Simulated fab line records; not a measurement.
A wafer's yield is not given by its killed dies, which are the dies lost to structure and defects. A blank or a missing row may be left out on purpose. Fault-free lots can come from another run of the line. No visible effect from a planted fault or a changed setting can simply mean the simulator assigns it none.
One fault through the eyes of 2 desks	flow nand-harc	every desk sees just its own numbers, and what lay behind them comes last

== AT THE METROLOGY DESK ==
Means of the sampled wafers that have a number, per lot and without regard to the tool the lot ran on: this is what the gauges read. The brackets show how far a lot's mean lies from the usual mean; more than 4 standard deviations puts the lot out of limits, marked OUT.
Columns: A = cd-nm at NHARC_THIN_TSV_CD_MEAS_16, usual 1000.5 nm
lot	first seen here	A
L712	day 24 08:34	998.4
L710	day 24 09:52	1004.3
L711	day 24 11:08	1002.1
L713	day 24 23:35	1000.6
L715	day 26 07:11	1002.0
L716	day 26 23:31	1000.7
L718	day 27 13:14	1003.1
L719	day 28 02:03	998.8
L722	day 29 13:09	1004.0
L726	day 30 01:24	1002.0
L725	day 30 08:17	1002.0
L727	day 31 17:41	999.9
L732	day 33 12:16	1000.8
L731	day 34 04:33	998.6
This desk's finding: nothing out of limits on any of the 14 lots.

== AT THE TOOL OWNER'S DESK: acl-dep-03 ==
The tool's own readings at NHARC_A_SLIT_DEP_00 (deposits aC, target thk 6200 nm): means of the sampled wafers that have a number, for each lot that ran on this tool. The brackets show how far a lot's mean lies from the usual mean; more than 4 standard deviations puts the lot out of limits, marked OUT.
Columns: A = throttle-valve-pct at NHARC_A_SLIT_DEP_00, usual 35.000 %
lot	first seen here	A
L712	day 20 04:26	35.002
L715	day 21 22:46	34.995
L718	day 23 12:49	35.005
L722	day 25 06:23	34.996
L726	day 26 01:02	35.004
L725	day 26 05:26	34.996
L731	day 29 16:18	34.999
This desk's finding: nothing out of limits on any of the 7 lots.

== ALL TOGETHER ==
From the metrology desk's view, nothing was out of limits.
The tool owner's desk saw nothing out of limits.

== WHAT HAD BEEN PUT IN BY THE SIMULATOR ==
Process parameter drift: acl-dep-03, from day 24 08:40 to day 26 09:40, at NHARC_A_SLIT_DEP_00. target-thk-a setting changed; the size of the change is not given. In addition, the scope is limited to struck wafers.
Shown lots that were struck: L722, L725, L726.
